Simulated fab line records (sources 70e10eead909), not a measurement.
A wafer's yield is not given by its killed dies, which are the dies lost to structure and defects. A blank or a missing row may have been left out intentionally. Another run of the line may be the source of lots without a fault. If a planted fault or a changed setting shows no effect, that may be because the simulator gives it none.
Which tool is to blame?	flow nand-harc	72 wafers from 24 lots sampled at 3 of the route's 1302 steps

## WHAT THE GAUGES SHOWED, per wafer
NHARC_A_CONTACT_OVL_MEAS_70.
lot	measured	on	overlay-x-nm (nm)	overlay-y-nm (nm)
L074	day 22 05:05	overlay-01	0.1 0.0 -0.6	0.5 0.3 -0.2
L075	day 22 06:38	overlay-01	0.3 0.9 0.6	-1.4 -1.6 -1.3
L076	day 22 19:46	overlay-02	1.1 0.5 1.0	-0.4 0.1 0.6
L077	day 23 04:52	overlay-01	0.1 -1.0 -0.2	-0.7 -0.3 -0.2
L078	day 23 01:47	overlay-02	1.1 1.2 1.1	0.7 0.0 0.2
L079	day 23 19:47	overlay-01	1.4 1.1 1.4	1.2 1.4 1.1
L080	day 24 09:37	overlay-01	0.0 -0.4 -0.1	-0.6 -0.4 -0.6
L082	day 25 04:07	overlay-01	-0.2 -0.3 -1.0	-1.9 -2.1 -1.6
L081	day 25 04:58	overlay-02	1.1 1.0 0.6	0.8 1.0 0.3
L083	day 25 16:58	overlay-01	-0.9 -1.4 -1.2	-0.1 0.7 0.1
L084	day 26 01:53	overlay-01	-0.8 -0.5 -0.6	0.2 0.1 -0.1
L085	day 26 04:32	overlay-01	0.4 -0.2 -0.1	0.4 0.5 0.6
L086	day 27 00:17	overlay-02	-0.5 -0.7 -1.5	-0.2 -0.4 -0.6
L088	day 27 23:26	overlay-01	-0.9 -0.8 -0.4	0.1 -1.6 -1.0
L087	day 28 00:05	overlay-02	0.1 0.4 0.3	0.8 0.3 0.5
L089	day 28 03:09	overlay-02	-0.9 -0.7 -0.9	-1.7 -1.1 -1.4
L090	day 28 14:19	overlay-02	-0.5 -1.1 -0.2	0.1 0.8 -0.3
L091	day 29 04:44	overlay-01	1.6 0.7 1.2	0.9 0.8 1.6
L092	day 29 16:49	overlay-02	-0.1 -0.3 0.1	-0.1 0.2 0.0
L094	day 29 18:52	overlay-02	-1.2 -1.1 -1.6	-0.7 -0.6 -0.4
L093	day 29 22:40	overlay-01	1.5 0.5 0.7	1.3 1.5 1.1
L096	day 30 20:25	overlay-02	0.9 0.8 1.4	-1.2 -1.2 -0.3
L095	day 30 20:46	overlay-02	-0.9 -1.0 -0.9	0.8 1.2 0.5
L097	day 31 23:22	overlay-02	0.1 0.8 0.0	-0.4 -0.4 0.1

## TOOL THAT RAN EACH LOT (tool first, then ch and the chambers of the sampled wafers, then the start)
lot	NHARC_A_CONTACT_ETCH_119	NHARC_A_CONTACT_STRIP_55
L074	har-cap-etch-02 ch 0,1, day 21 21:59	rie-diel-02 ch 0,1, day 22 05:05 or earlier
L075	har-cap-etch-03 ch 1, day 21 23:42	rie-diel-02 ch 1,3, day 22 06:38 or earlier
L076	har-cap-etch-01 ch 0,1, day 22 12:46	rie-diel-05 ch 1,2,3, day 22 19:46 or earlier
L077	har-cap-etch-01 ch 0,1, day 22 18:22	rie-diel-02 ch 0,1,3, day 23 04:52 or earlier
L078	har-cap-etch-02 ch 0,1, day 22 18:48	rie-diel-09 ch 0,2,3, day 23 01:47 or earlier
L079	har-cap-etch-01 ch 0,1, day 23 12:56	rie-diel-05 ch 1,2,3, day 23 19:47 or earlier
L080	har-cap-etch-01 ch 0,1, day 23 23:48	rie-diel-02 ch 0,1,2, day 24 09:37 or earlier
L082	har-cap-etch-01 ch 0,1, day 24 21:16	rie-diel-05 ch 2,3, day 25 04:07 or earlier
L081	har-cap-etch-03 ch 0,1, day 24 22:05	rie-diel-09 ch 0,2,3, day 25 04:58 or earlier
L083	har-cap-etch-03 ch 0,1, day 25 10:10	rie-diel-02 ch 1,2, day 25 16:58 or earlier
L084	har-cap-etch-03 ch 0,1, day 25 17:58	rie-diel-02 ch 0,1, day 26 01:53 or earlier
L085	har-cap-etch-01 ch 0,1, day 25 21:23	rie-diel-02 ch 0,1,3, day 26 04:32 or earlier
L086	har-cap-etch-02 ch 0,1, day 26 15:46	rie-diel-02 ch 0,1, day 27 00:17 or earlier
L088	har-cap-etch-02 ch 0,1, day 27 12:58	rie-diel-09 ch 0,1,3, day 27 23:26 or earlier
L087	har-cap-etch-03 ch 0,1, day 27 13:12	rie-diel-05 ch 0,1, day 28 00:05 or earlier
L089	har-cap-etch-01 ch 0,1, day 27 19:12	rie-diel-02 ch 0,1,2, day 28 03:09 or earlier
L090	har-cap-etch-02 ch 0,1, day 28 07:34	rie-diel-05 ch 0,3, day 28 14:19 or earlier
L091	har-cap-etch-01 ch 0,1, day 28 20:21	rie-diel-02 ch 1,2, day 29 04:44 or earlier
L092	har-cap-etch-01 ch 0,1, day 29 09:56	rie-diel-09 ch 0,2,3, day 29 16:49 or earlier
L094	har-cap-etch-02 ch 0,1, day 29 12:00	rie-diel-02 ch 0,1,3, day 29 18:52 or earlier
L093	har-cap-etch-01 ch 0,1, day 29 15:49	rie-diel-05 ch 1,2, day 29 22:40 or earlier
L096	har-cap-etch-02 ch 0,1, day 30 13:32	rie-diel-02 ch 2,3, day 30 20:25 or earlier
L095	har-cap-etch-03 ch 0,1, day 30 13:55	rie-diel-09 ch 0,2,3, day 30 20:46 or earlier
L097	har-cap-etch-02 ch 1, day 31 12:03	rie-diel-02 ch 1,2, day 31 23:22 or earlier
- NHARC_A_CONTACT_ETCH_119: etches the open film in C4F8/O2/Ar, time 190 s, target depth 1850 nm.
- NHARC_A_CONTACT_STRIP_55: strips in O2.

## AS READ BY THE TOOLS THEMSELVES (means over the sampled wafers that have a number; for cases with no such wafer, the mark the record gives instead)
NHARC_A_CONTACT_STRIP_55.
lot	tool	drypump-motor-current-A (A)	oes-product-au (a.u.)	rf-vpp-V (V)	showerhead-plenum-p-Torr (Torr)	throttle-valve-pct (%)
L074	rie-diel-02	5.3	0.981	57.5	3.38	17.033
L075	rie-diel-02	5.8	0.998	58.2	3.64	17.040
L076	rie-diel-05	5.8	0.997	57.2	3.40	17.041
L077	rie-diel-02	5.5	0.996	57.7	3.53	17.046
L078	rie-diel-09	6.0	1.002	58.3	3.54	17.034
L079	rie-diel-05	5.8	0.997	57.5	3.40	17.031
L080	rie-diel-02	5.5	0.989	57.6	3.41	17.044
L082	rie-diel-05	6.2	1.004	57.3	3.42	17.034
L081	rie-diel-09	6.0	1.008	57.6	3.53	17.034
L083	rie-diel-02	5.5	0.994	57.1	3.35	17.045
L084	rie-diel-02	5.2	0.985	57.6	3.43	17.033
L085	rie-diel-02	5.5	0.988	58.2	3.53	17.043
L086	rie-diel-02	5.2	0.987	58.2	3.43	17.030
L088	rie-diel-09	6.0	1.004	57.4	3.50	17.024
L087	rie-diel-05	5.3	1.009	57.9	3.41	17.041
L089	rie-diel-02	5.5	1.003	57.4	3.40	17.041
L090	rie-diel-05	5.4	1.009	57.2	3.48	17.043
L091	rie-diel-02	5.7	0.990	57.7	3.38	17.034
L092	rie-diel-09	6.0	1.000	58.0	3.51	17.040
L094	rie-diel-02	5.5	0.988	57.9	3.52	17.034
L093	rie-diel-05	6.3	0.997	56.7	3.40	17.035
L096	rie-diel-02	5.9	1.006	57.3	3.54	17.037
L095	rie-diel-09	6.0	0.996	56.6	3.50	17.032
L097	rie-diel-02	5.5	1.001	57.5	3.33	17.036

## THE ANSWER, worked out from the rows above alone
Rule: the lots themselves supply what counts as usual. The widest of any qualifying gaps counts: lots, ordered by their means at a reading, are off when they make up no more than a third of the lots, leave a main group of 4 or more, and stand apart from it by 3 or more times the standard deviation of that group's means. If all means in a main group match to the digits the tables above print for the reading, that group is not used. Also off: a lot with no number at a reading for which 4 or more lots have one. Any other lot the step has rows for is counted as sound. After the gauges, taken in route order, come the tools' own readings; for these a lot's mean is taken, as printed above. The first step at which some lot is off is used, and at that step the reading that is off furthest; a lot without a number counts as furthest.
None of the lots is off at any reading shown; this tells nothing.

## WHAT THE SIMULATOR PUT IN
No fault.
